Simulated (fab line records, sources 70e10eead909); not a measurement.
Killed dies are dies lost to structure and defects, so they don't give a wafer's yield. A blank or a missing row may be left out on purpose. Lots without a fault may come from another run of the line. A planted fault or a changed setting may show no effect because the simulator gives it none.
fab line records | flow nand_harc
record lots=24 wafers=72 last_day=24
route steps=1159 shown A_CONTACT@944 A_M0@1019 A_BONDPAD@1080
lots that met no fault: from a run of the same line without faults
start_h: hours from the record's first day to the start of the lot's first wafer shown | wait_h: hours since the lot's step before | " the same as in the row above | L1.1+2: a row that stands for several wafers | - no value, or no start given | * or withheld: withheld | < > ~ a bound
route shown NAME@n: a module of which the file shows steps, and the number in the route of the first | usual: mean/standard deviation of fault-free wafers | same: alike in all rows | chamber/n: place in a boat | sites: the reading at each site | _std_site: their standard deviation | _edge_site: outer sites' mean less inner sites' | radius_mm: how far each site lies from the wafer's centre | mask NAME#n: copy n | behind: the tool/chamber that last shaped the wafer | hold: why the lot was held/for how many hours/how that ended | device: the transistor (n, p or np) that didn't switch | end of line: the same wafers' tests at the end of the route | a step without rows: its recipe alone | killed: dies lost to structure and defects at the first sort, not the wafer's yield | map: a wafer's dies, x killed, . not, _ none there
set.NAME: the setting as run; set.NAME@STEP: as run at that earlier step | model.NAME: the simulator's own value behind a step, which no gauge read
steps of the route over a sample of lots; a table a step, a row a wafer
services: from which hour (start_h, from the record's first day; less than 0 if before it) a tool's chamber was out of use, for how many hours, and why
## steps
# step NHARC_A_CONTACT_ETCH_135
# recipe source_w=withheld pressure_mtorr=20 bias_v=3000 time_s=132 target_depth_a=12870 ar_flow_sccm=withheld c4f8_flow_sccm=withheld o2_flow_sccm=withheld chemistry=C4F8/O2/Ar
# usual oes_air_line_au=0.998/0.017
# columns lot.wafer tool chamber start_h wait_h oes_air_line_au rf_hours_counter_h
L074.4 har_cap_etch-03 1 378.53 0.1 0.977 -
L074.5 " 1 " " 0.993 -
L074.6 " 0 " " 0.962 -
L077.1 har_cap_etch-03 0 391.51 0.2 1.020 84
L077.2 " 1 " " 1.006 84
L077.6 " 0 " " 1.029 -
L076.1 har_cap_etch-01 1 392.15 0.2 1.000 63
L076.4 " 0 " " 1.008 -
L076.3 " 1 " " 1.006 -
L079.2 har_cap_etch-02 1 396.36 0.2 0.988 15
L079.5 " 0 " " 1.004 -
L079.6 " 1 " " 1.020 -
L075.4 har_cap_etch-01 1 398.11 0.1 1.003 -
L075.5 " 0 " " 0.981 -
L075.6 " 1 " " 0.993 -
L078.1 har_cap_etch-03 0 401.85 0.2 1.002 86
L078.2 " 1 " " 0.992 86
L078.5 " 0 " " 0.976 -
L080.3 har_cap_etch-01 0 429.76 0.1 0.990 -
L080.5 " 0 " " 1.014 -
L080.6 " 1 " " 0.986 -
L081.2 har_cap_etch-01 1 432.65 0.2 0.982 68
L081.4 " 0 " " 1.002 -
L081.6 " 1 " " 0.987 -
L083.1 har_cap_etch-02 1 439.18 0.2 0.996 21
L083.2 " 0 " " 1.038 21
L083.5 " 0 " " 1.031 -
L082.1 har_cap_etch-01 1 440.96 0.2 1.014 70
L082.4 " 0 " " 0.969 -
L082.5 " 1 " " 0.992 -
L084.1 har_cap_etch-02 1 444.69 0.2 1.011 21
L084.2 " 0 " " 0.985 21
L084.3 " 1 " " 0.966 -
L085.1 har_cap_etch-01 0 447.63 0.2 0.991 70
L085.3 " 0 " " 0.971 -
L085.6 " 0 " " 0.996 -
L087.1 har_cap_etch-03 1 463.35 0.2 1.021 96
L087.6 " 0 " " 1.000 -
L087.5 " 1 " " 0.998 -
L086.2 har_cap_etch-02 0 464.47 0.2 1.021 25
L086.1 " 1 " " 1.007 25
L086.6 " 1 " " 0.980 -
L092.2 har_cap_etch-01 0 476.87 0.2 1.021 75
L092.3 " 0 " " 1.002 -
L092.4 " 1 " " 1.010 -
L091.3 har_cap_etch-01 0 479.18 0.1 1.001 -
L091.4 " 1 " " 1.008 -
L091.6 " 1 " " 0.990 -
L089.2 har_cap_etch-02 1 486.03 0.2 0.976 29
L089.1 " 0 " " 0.984 29
L089.4 " 1 " " 0.987 -
L088.1 har_cap_etch-01 1 491.93 0.2 1.011 78
L088.4 " 0 " " 0.979 -
L088.6 " 0 " " 0.985 -
L093.1 har_cap_etch-03 1 493.18 0.2 1.006 103
L093.3 " 1 " " 0.999 -
L093.6 " 0 " " 1.029 -
L090.1 har_cap_etch-03 0 497.14 0.2 1.006 104
L090.3 " 1 " " 1.034 -
L090.6 " 0 " " 1.041 -
L094.1 har_cap_etch-02 1 507.06 0.2 0.995 32
L094.3 " 0 " " 0.980 -
L094.4 " 1 " " 1.014 -
L095.1 har_cap_etch-01 1 509.41 0.2 0.966 81
L095.4 " 1 " " 0.993 -
L095.3 " 0 " " 0.987 -
L096.2 har_cap_etch-01 1 523.64 0.2 1.003 83
L096.4 " 1 " " 0.990 -
L096.6 " 0 " " 1.021 -
L097.2 har_cap_etch-03 1 528.82 0.2 1.001 109
L097.4 " 1 " " 1.011 -
L097.5 " 0 " " 1.003 -
# step NHARC_A_CONTACT_ETCH_139
# recipe source_w=withheld pressure_mtorr=20 bias_v=400 time_s=137 target_depth_a=5900 ar_flow_sccm=withheld c4f8_flow_sccm=11.5 o2_flow_sccm=7.2 chemistry=C4F8/O2/Ar
# usual oes_air_line_au=0.997/0.021
# columns lot.wafer tool chamber start_h wait_h oes_air_line_au rf_hours_counter_h
L074.4 har_cap_etch-03 1 379.05 0.1 0.971 -
L074.5 " 1 " " 1.002 -
L074.6 " 0 " " 1.001 -
L077.1 har_cap_etch-03 0 392.00 0.1 1.009 84
L077.2 " 1 " " 1.010 84
L077.6 " 0 " " 0.976 -
L076.1 har_cap_etch-01 1 392.66 0.1 0.967 63
L076.4 " 0 " " 1.006 -
L076.3 " 1 " " 0.978 -
L079.2 har_cap_etch-02 1 396.87 0.1 0.978 16
L079.5 " 0 " " 0.988 -
L079.6 " 1 " " 1.012 -
L075.4 har_cap_etch-01 1 398.65 0.2 0.994 -
L075.5 " 0 " " 0.983 -
L075.6 " 1 " " 0.979 -
L078.1 har_cap_etch-03 0 402.34 0.1 0.939 86
L078.2 " 1 " " 1.017 86
L078.5 " 0 " " 0.970 -
L080.3 har_cap_etch-01 0 430.29 0.1 1.023 -
L080.5 " 0 " " 1.003 -
L080.6 " 1 " " 1.013 -
L081.2 har_cap_etch-01 1 433.16 0.1 0.972 68
L081.4 " 0 " " 1.025 -
L081.6 " 1 " " 1.013 -
L083.1 har_cap_etch-02 1 439.67 0.1 1.033 21
L083.2 " 0 " " 1.014 21
L083.5 " 0 " " 1.015 -
L082.1 har_cap_etch-01 1 441.44 0.1 1.035 70
L082.4 " 0 " " 0.951 -
L082.5 " 1 " " 1.009 -
L084.1 har_cap_etch-02 1 445.18 0.1 0.991 22
L084.2 " 0 " " 0.995 22
L084.3 " 1 " " 1.004 -
L085.1 har_cap_etch-01 0 448.13 0.1 0.976 71
L085.3 " 0 " " 0.997 -
L085.6 " 0 " " 1.022 -
L087.1 har_cap_etch-03 1 463.86 0.1 0.974 96
L087.6 " 0 " " 0.969 -
L087.5 " 1 " " 1.008 -
L086.2 har_cap_etch-02 0 464.95 0.1 1.012 25
L086.1 " 1 " " 1.017 25
L086.6 " 1 " " 1.005 -
L092.2 har_cap_etch-01 0 477.36 0.1 1.018 75
L092.3 " 0 " " 1.024 -
L092.4 " 1 " " 1.011 -
L091.3 har_cap_etch-01 0 479.71 0.1 1.012 -
L091.4 " 1 " " 1.015 -
L091.6 " 1 " " 1.041 -
L089.2 har_cap_etch-02 1 486.52 0.1 0.999 29
L089.1 " 0 " " 0.981 29
L089.4 " 1 " " 1.028 -
L088.1 har_cap_etch-01 1 492.44 0.1 0.998 78
L088.4 " 0 " " 0.979 -
L088.6 " 0 " " 1.001 -
L093.1 har_cap_etch-03 1 493.67 0.1 0.986 104
L093.3 " 1 " " 0.978 -
L093.6 " 0 " " 0.990 -
L090.1 har_cap_etch-03 0 497.62 0.1 1.002 104
L090.3 " 1 " " 0.981 -
L090.6 " 0 " " 0.971 -
L094.1 har_cap_etch-02 1 507.57 0.1 0.946 33
L094.3 " 0 " " 0.982 -
L094.4 " 1 " " 0.962 -
L095.1 har_cap_etch-01 1 509.90 0.1 1.000 81
L095.4 " 1 " " 0.995 -
L095.3 " 0 " " 0.999 -
L096.2 har_cap_etch-01 1 524.12 0.1 0.981 83
L096.4 " 1 " " 0.969 -
L096.6 " 0 " " 0.964 -
L097.2 har_cap_etch-03 1 529.33 0.1 1.017 110
L097.4 " 1 " " 1.032 -
L097.5 " 0 " " 0.992 -
# step NHARC_A_M0_CMP_23
# recipe t_overpolish_s=20 target_thk_nm=113.75
# usual edge_zone_pressure_frac=0.999/0.0053 motor_current_A=12.5/1.2 time_to_endpoint_s=28.9/2.2
# columns lot.wafer tool chamber start_h wait_h edge_zone_pressure_frac motor_current_A time_to_endpoint_s
L074.4 cmp-02 0 394.03 - 0.999 11.2 30.5
L074.6 " 1 " " 1.007 12.9 35.0
L074.5 " 2 " " 0.996 12.8 29.0
L077.2 cmp-01 2 402.24 - 0.997 11.8 22.7
L077.1 " 0 " " 1.000 12.0 25.1
L077.6 " 2 " " 1.012 11.6 23.8
L076.1 cmp-01 3 405.62 - 0.987 15.3 29.5
L076.3 " 0 " " 0.995 12.0 33.2
L076.4 " 1 " " 1.003 10.8 27.3
L079.2 cmp-02 2 407.12 - 1.001 13.0 28.6
L079.6 " 0 " " 1.007 12.1 30.3
L079.5 " 1 " " 1.003 12.6 29.2
L075.4 cmp-03 2 412.61 - 1.001 10.6 26.9
L075.6 " 1 " " 0.992 13.2 29.0
L075.5 " 2 " " 0.994 10.4 26.5
L078.1 cmp-03 1 419.00 - 1.010 13.8 29.1
L078.2 " 2 " " 0.995 10.5 30.1
L078.5 " 0 " " 1.000 13.5 30.0
L080.3 cmp-01 0 445.08 - 1.005 11.6 30.9
L080.6 " 0 " " 1.006 11.7 30.7
L080.5 " 1 " " 0.997 11.0 30.5
L081.2 cmp-03 3 445.75 - 0.990 12.3 28.5
L081.4 " 0 " " 0.999 12.5 28.4
L081.6 " 1 " " 0.999 15.0 27.8
L083.1 cmp-02 0 452.23 - 0.996 12.1 28.3
L083.2 " 1 " " 0.996 12.1 27.2
L083.5 " 0 " " 0.990 11.5 26.8
L082.4 cmp-01 3 453.10 - 0.995 14.9 31.8
L082.1 " 0 " " 1.006 11.8 31.2
L082.5 " 0 " " 1.003 11.8 32.3
L084.2 cmp-02 0 462.60 - 1.006 12.4 26.8
L084.3 " 2 " " 0.990 12.5 27.1
L084.1 " 3 " " 1.000 11.4 28.9
L085.3 cmp-03 3 462.92 - 0.995 12.9 34.7
L085.1 " 2 " " 0.989 10.0 30.5
L085.6 " 0 " " 1.003 13.2 30.1
L087.1 cmp-01 3 480.68 - 1.003 14.6 27.5
L087.5 " 0 " " 1.001 12.7 28.6
L087.6 " 1 " " 0.993 10.5 27.7
L086.1 cmp-03 2 481.29 - 0.997 10.2 26.3
L086.2 " 3 " " 1.009 13.4 28.3
L086.6 " 1 " " 1.000 13.4 26.9
L092.4 cmp-03 0 498.35 - 1.002 12.0 30.1
L092.2 " 1 " " 0.999 13.9 25.9
L092.3 " 2 " " 0.999 10.7 28.9
L091.3 cmp-03 0 498.72 - 0.994 12.6 31.1
L091.4 " 1 " " 1.009 13.5 29.6
L091.6 " 0 " " 0.997 12.7 29.3
L089.2 cmp-02 2 504.84 - 1.001 13.5 29.1
L089.4 " 0 " " 0.997 11.3 30.7
L089.1 " 1 " " 1.002 12.9 29.6
L088.1 cmp-02 3 508.74 - 0.999 12.5 30.5
L088.4 " 0 " " 1.003 12.3 29.5
L088.6 " 0 " " 0.998 12.1 27.9
L093.1 cmp-01 3 509.44 - 0.996 14.6 29.6
L093.3 " 2 " " 1.005 12.6 28.2
L093.6 " 3 " " 0.992 14.7 29.5
L090.3 cmp-03 1 511.83 - 0.995 14.2 30.1
L090.1 " 2 " " 1.004 10.4 27.5
L090.6 " 0 " " 0.997 12.1 25.8
L094.4 cmp-03 1 522.98 - 1.001 13.1 28.2
L094.1 " 2 " " 0.995 10.4 24.6
L094.3 " 3 " " 0.999 13.0 27.9
L095.1 cmp-01 0 523.70 - 0.998 11.8 28.6
L095.4 " 1 " " 0.991 11.0 28.3
L095.3 " 2 " " 1.002 12.0 27.7
L096.2 cmp-03 3 535.15 - 1.005 13.4 29.2
L096.4 " 1 " " 0.999 13.7 30.0
L096.6 " 3 " " 1.003 13.0 27.7
L097.4 cmp-02 2 546.30 - 1.001 12.4 25.2
L097.2 " 1 " " 1.003 12.1 28.5
L097.5 " 3 " " 0.998 12.5 30.9
# step NHARC_A_M0_THK_MEAS_24
# recipe thk_meas_gauge=xrf
# usual thk_nm=113.3/1.3
# columns lot.wafer tool chamber start_h wait_h thk_nm
L074.4 film_metro-02 - 394.27 - 113.1
L074.5 " - " " 113.0
L074.6 " - " " 113.3
L077.1 film_metro-01 - 402.55 - 114.9
L077.2 " - " " 112.7
L077.6 " - " " 111.6
L076.1 film_metro-01 - 405.94 - 114.8
L076.3 " - " " 113.3
L076.4 " - " " 113.0
L079.2 film_metro-02 - 407.38 - 113.3
L079.5 " - " " 112.8
L079.6 " - " " 114.2
L075.4 film_metro-02 - 412.89 - 110.7
L075.5 " - " " 111.8
L075.6 " - " " 112.0
L078.1 film_metro-01 - 419.28 - 111.7
L078.2 " - " " 110.8
L078.5 " - " " 113.1
L080.3 film_metro-02 - 445.40 - 113.9
L080.5 " - " " 114.2
L080.6 " - " " 113.0
L081.2 film_metro-02 - 446.00 - 113.6
L081.4 " - " " 112.8
L081.6 " - " " 114.8
L083.1 film_metro-01 - 452.54 - 115.5
L083.2 " - " " 114.8
L083.5 " - " " 112.9
L082.1 film_metro-01 - 453.41 - 113.3
L082.4 " - " " 114.7
L082.5 " - " " 114.6
L084.1 film_metro-01 - 462.91 - 114.8
L084.2 " - " " 115.4
L084.3 " - " " 115.1
L085.1 film_metro-01 - 463.23 - 113.0
L085.3 " - " " 112.0
L085.6 " - " " 113.2
L087.1 film_metro-02 - 480.92 - 112.8
L087.5 " - " " 110.5
L087.6 " - " " 112.4
L086.1 film_metro-02 - 481.55 - 113.3
L086.2 " - " " 114.3
L086.6 " - " " 113.6
L092.2 film_metro-01 - 498.66 - 114.7
L092.3 " - " " 114.0
L092.4 " - " " 113.1
L091.3 film_metro-01 - 499.04 - 113.8
L091.4 " - " " 114.8
L091.6 " - " " 112.9
L089.1 film_metro-01 - 505.16 - 114.1
L089.2 " - " " 111.8
L089.4 " - " " 114.6
L088.1 film_metro-01 - 509.06 - 113.7
L088.4 " - " " 115.3
L088.6 " - " " 113.6
L093.1 film_metro-01 - 509.76 - 113.1
L093.3 " - " " 111.2
L093.6 " - " " 113.4
L090.1 film_metro-02 - 512.09 - 112.3
L090.3 " - " " 113.0
L090.6 " - " " 113.5
L094.1 film_metro-02 - 523.30 - 114.1
L094.3 " - " " 111.0
L094.4 " - " " 110.8
L095.1 film_metro-01 - 523.99 - 114.5
L095.3 " - " " 113.5
L095.4 " - " " 113.6
L096.2 film_metro-01 - 535.45 - 113.7
L096.4 " - " " 112.1
L096.6 " - " " 111.5
L097.2 film_metro-01 - 546.61 - 115.5
L097.4 " - " " 113.0
L097.5 " - " " 115.6
# step NHARC_A_M0_DEP_32
# recipe target_thk_a=300 temp_c=370 target_thk_nm=30 pressure_torr=3 flow_sccm=200 rf_w=450 material=SiCN
# usual heater_power_w=599/75
# columns lot.wafer tool chamber start_h wait_h heater_power_w
L074.4 pecvd-02 0 394.69 0.2 643
L074.5 " 1 " " 670
L074.6 " 2 " " 559
L077.1 pecvd-02 0 402.85 0.1 581
L077.2 " 1 " " 643
L077.6 " 2 " " 476
L076.1 pecvd-01 2 406.34 0.1 674
L076.3 " 0 " " 574
L076.4 " 2 " " 666
L079.2 pecvd-02 1 407.87 0.1 621
L079.5 " 0 " " 674
L079.6 " 1 " " 637
L075.4 pecvd-02 1 413.33 0.2 559
L075.5 " 2 " " 514
L075.6 " 0 " " 660
L078.2 pecvd-03 2 419.59 0.1 678
L078.1 " 1 " " 520
L078.5 " 2 " " 544
L080.3 pecvd-01 0 445.75 0.1 656
L080.5 " 2 " " 670
L080.6 " 0 " " 646
L081.2 pecvd-03 0 446.39 0.1 682
L081.6 " 1 " " 464
L081.4 " 2 " " 661
L083.2 pecvd-01 2 452.88 0.1 696
L083.1 " 1 " " 506
L083.5 " 2 " " 691
L082.1 pecvd-02 1 453.87 0.1 540
L082.4 " 1 " " 542
L082.5 " 0 " " 716
L084.2 pecvd-03 0 463.21 0.1 578
L084.1 " 1 " " 541
L084.3 " 2 " " 579
L085.1 pecvd-02 0 463.64 0.1 701
L085.3 " 0 " " 707
L085.6 " 1 " " 553
L087.1 pecvd-02 1 481.23 0.1 615
L087.6 " 1 " " 601
L087.5 " 0 " " 706
L086.1 pecvd-01 1 481.86 0.1 568
L086.2 " 2 " " 719
L086.6 " 0 " " 632
L092.2 pecvd-02 2 498.96 0.1 450
L092.3 " 1 " " 624
L092.4 " 0 " " 682
L091.3 pecvd-03 0 499.39 0.1 689
L091.4 " 0 " " 689
L091.6 " 1 " " 498
L089.2 pecvd-01 2 505.50 0.1 665
L089.1 " 0 " " 663
L089.4 " 1 " " 476
L088.1 pecvd-03 1 509.49 0.1 465
L088.6 " 1 " " 467
L088.4 " 0 " " 703
L093.1 pecvd-01 1 510.21 0.1 569
L093.3 " 2 " " 694
L093.6 " 0 " " 627
L090.1 pecvd-03 0 512.57 0.1 603
L090.3 " 1 " " 502
L090.6 " 2 " " 629
L094.3 pecvd-03 2 523.65 0.1 540
L094.1 " 0 " " 660
L094.4 " 1 " " 480
L095.1 pecvd-03 1 524.36 0.1 534
L095.3 " 2 " " 540
L095.4 " 2 " " 539
L096.2 pecvd-01 1 535.83 0.1 593
L096.6 " 2 " " 672
L096.4 " 0 " " 655
L097.2 pecvd-01 0 546.97 0.1 592
L097.4 " 2 " " 659
L097.5 " 1 " " 514
# step NHARC_A_BONDPAD_ETCH_24
# recipe target_depth_a=300 over_etch_frac=0.3 time_s=72.99 ion_energy_ev=150 cf4_flow_sccm=50 n2_flow_sccm=100 ar_flow_sccm=150 rf_w=300 bias_w=100 chemistry=CF4/N2
# usual cf4_flow_sccm=49.99/0.14 drypump_motor_current_A=5.5/0.45 oes_product_au=1.001/0.0079 rf_vpp_V=314.4/2.1 showerhead_plenum_p_Torr=2.64/0.11 throttle_valve_pct=19.794/0.0088
# columns lot.wafer tool chamber start_h wait_h cf4_flow_sccm drypump_motor_current_A oes_product_au rf_hours_counter_h rf_vpp_V showerhead_plenum_p_Torr throttle_valve_pct
L074.4 rie_diel-10 0 - - 49.97 5.3 0.993 2 312.8 2.55 19.800
L074.6 " 0 " " 50.04 5.3 1.011 - 312.7 2.55 19.802
L074.5 " 1 " " 49.93 5.0 1.022 - 312.5 2.56 19.796
L077.1 rie_diel-01 3 - - 50.00 5.6 0.989 17 314.8 2.73 19.807
L077.2 " 1 " " 49.88 5.7 0.988 15 316.2 2.71 19.804
L077.6 " 3 " " 50.03 5.6 0.996 - 316.2 2.73 19.780
L076.1 rie_diel-10 2 413.27 0.1 49.98 5.3 1.002 2 317.1 2.82 19.800
L076.3 " 3 " " 50.00 5.6 1.000 2 315.2 2.64 19.805
L076.4 " 1 " " 49.89 5.0 1.017 - 313.4 2.56 19.792
L079.2 rie_diel-10 2 414.60 0.1 49.96 5.2 0.995 2 317.7 2.82 19.793
L079.5 " 1 " " 49.88 5.0 1.004 - 312.2 2.56 19.793
L079.6 " 3 " " 49.93 5.6 0.995 - 313.5 2.64 19.793
L075.4 rie_diel-01 0 - - 49.91 5.3 0.999 18 314.7 2.68 19.792
L075.5 " 0 " " 49.99 5.3 0.994 - 316.5 2.68 19.790
L075.6 " 1 " " 50.13 5.7 0.997 - 315.9 2.71 19.788
L078.2 rie_diel-10 2 - - 50.14 5.2 1.003 3 317.5 2.82 19.797
L078.1 " 1 " " 49.90 5.0 1.003 3 312.7 2.56 19.790
L078.5 " 2 " " 49.92 5.2 1.004 - 317.1 2.82 19.800
L080.3 rie_diel-10 0 - - 49.99 5.2 0.999 3 312.5 2.55 19.789
L080.5 " 3 " " 50.01 5.6 0.990 - 314.1 2.64 19.784
L080.6 " 0 " " 49.75 5.3 1.001 - 312.3 2.55 19.789
L081.2 rie_diel-10 2 - - 50.02 5.2 1.005 4 317.1 2.82 19.780
L081.4 " 3 " " 50.08 5.6 1.003 4 314.9 2.64 19.779
L081.6 " 2 " " 49.93 5.2 1.009 - 317.9 2.82 19.777
L083.2 rie_diel-03 0 - - 49.76 5.2 1.010 16 317.0 2.83 19.795
L083.1 " 2 " " 50.01 6.8 1.012 20 315.5 2.58 19.790
L083.5 " 1 " " 49.91 6.4 0.999 - 310.8 2.45 19.790
L082.4 rie_diel-10 2 - - 50.17 5.3 1.001 4 317.5 2.82 19.788
L082.1 " 0 " " 49.80 5.2 1.002 4 312.8 2.55 19.814
L082.5 " 2 " " 50.14 5.2 1.006 - 317.1 2.82 19.806
L084.2 rie_diel-10 3 - - 50.03 5.6 1.004 5 315.4 2.64 19.795
L084.1 " 0 " " 50.08 5.3 1.003 4 311.9 2.55 19.802
L084.3 " 2 " " 50.03 5.2 1.004 5 317.9 2.82 19.798
L085.3 rie_diel-03 0 - - 50.13 5.3 1.002 22 317.3 2.83 19.810
L085.1 " 2 " " 49.97 6.8 1.001 22 312.6 2.58 19.775
L085.6 " 3 " " 50.15 6.4 1.008 - 315.0 2.73 19.784
L087.1 rie_diel-01 1 - - 50.03 5.7 0.996 34 315.0 2.70 19.790
L087.6 " 2 " " 50.20 5.6 0.994 - 313.0 2.47 19.790
L087.5 " 3 " " 50.16 5.6 0.995 - 315.7 2.73 19.803
L086.2 rie_diel-01 2 - - 50.27 5.6 0.981 33 311.3 2.47 19.803
L086.1 " 3 " " 50.07 5.6 1.004 29 315.8 2.73 19.778
L086.6 " 1 " " 50.23 5.8 0.987 - 315.8 2.70 19.789
L092.2 rie_diel-03 2 - - 49.86 6.7 1.004 38 313.3 2.58 19.792
L092.4 " 3 " " 50.03 6.4 1.005 41 316.0 2.73 19.779
L092.3 " 0 " " 49.95 5.2 1.005 39 318.1 2.82 19.800
L091.4 rie_diel-10 0 - - 49.93 5.3 0.993 5 312.3 2.54 19.787
L091.3 " 1 " " 49.94 5.0 1.013 6 313.8 2.56 19.789
L091.6 " 1 " " 50.12 5.0 1.006 - 313.8 2.56 19.790
L089.2 rie_diel-03 2 512.40 0.1 49.93 6.7 1.000 41 313.9 2.57 19.802
L089.1 " 3 " " 50.02 6.4 1.021 44 315.6 2.72 19.785
L089.4 " 2 " " 49.98 6.7 1.012 - 313.6 2.57 19.809
L088.4 rie_diel-01 1 - - 49.95 5.7 1.016 2 315.2 2.70 19.793
L088.1 " 3 " " 49.70 5.6 0.995 3 316.0 2.73 19.792
L088.6 " 1 " " 49.75 5.7 1.008 - 316.7 2.70 19.810
L093.1 rie_diel-10 2 - - 50.12 5.2 1.000 6 318.1 2.82 19.794
L093.3 " 3 " " 50.04 5.5 1.001 6 314.6 2.64 19.798
L093.6 " 0 " " 50.09 5.3 0.998 - 312.9 2.54 19.788
L090.3 rie_diel-01 3 - - 50.02 5.6 1.011 3 316.4 2.72 19.801
L090.1 " 1 " " 49.68 5.7 1.002 3 316.2 2.70 19.796
L090.6 " 3 " " 50.15 5.6 1.016 - 315.3 2.73 19.779
L094.3 rie_diel-10 2 530.36 0.1 50.05 5.2 1.004 7 316.9 2.82 19.795
L094.1 " 0 " " 50.11 5.3 0.990 6 312.9 2.54 19.802
L094.4 " 0 " " 49.87 5.3 0.998 - 313.1 2.54 19.786
L095.3 rie_diel-01 3 - - 50.16 5.6 0.992 6 315.6 2.72 19.800
L095.4 " 0 " " 49.91 5.3 1.013 5 314.6 2.67 19.783
L095.1 " 1 " " 49.94 5.8 1.002 5 313.9 2.70 19.781
L096.4 rie_diel-10 2 - - 50.17 5.2 1.001 0 316.6 2.82 19.780
L096.2 " 3 " " 49.99 5.6 0.995 0 314.5 2.64 19.798
L096.6 " 2 " " 49.87 5.2 1.006 - 318.2 2.82 19.790
L097.4 rie_diel-10 1 - - 49.92 5.0 1.006 0 313.6 2.56 19.792
L097.2 " 3 " " 49.84 5.6 0.996 0 314.2 2.64 19.779
L097.5 " 2 " " 49.98 5.2 0.991 - 317.1 2.82 19.801
## services
# columns tool chamber start_h hours kind
cmp-02 - 356.29 2.2 repair
cmp-02 - 371.54 0.8 repair
cmp-01 - 375.50 4.0 pm
cmp-03 - 377.37 0.6 repair
cmp-02 - 380.14 0.9 repair
pecvd-01 - 389.82 0.6 repair
rie_diel-10 0 411.03 5.3 repair
pecvd-01 - 418.60 13.0 pm
cmp-02 - 422.62 4.0 pm
har_cap_etch-01 - 436.51 0.9 repair
cmp-03 - 439.45 3.4 repair
cmp-03 - 449.30 1.0 repair
cmp-03 - 450.34 4.0 pm
pecvd-01 0 451.17 21.6 repair
cmp-03 - 461.23 0.5 repair
pecvd-03 2 472.87 4.5 repair
pecvd-03 - 473.05 13.0 pm
pecvd-01 - 479.79 0.8 repair
pecvd-02 - 502.60 68.1 repair
rie_diel-10 3 529.19 8.0 repair
rie_diel-10 - 530.55 9.0 pm
pecvd-01 0 537.33 4.4 repair
har_cap_etch-03 - 546.06 17.0 pm
cmp-03 - 548.34 4.0 pm
## key
fault none
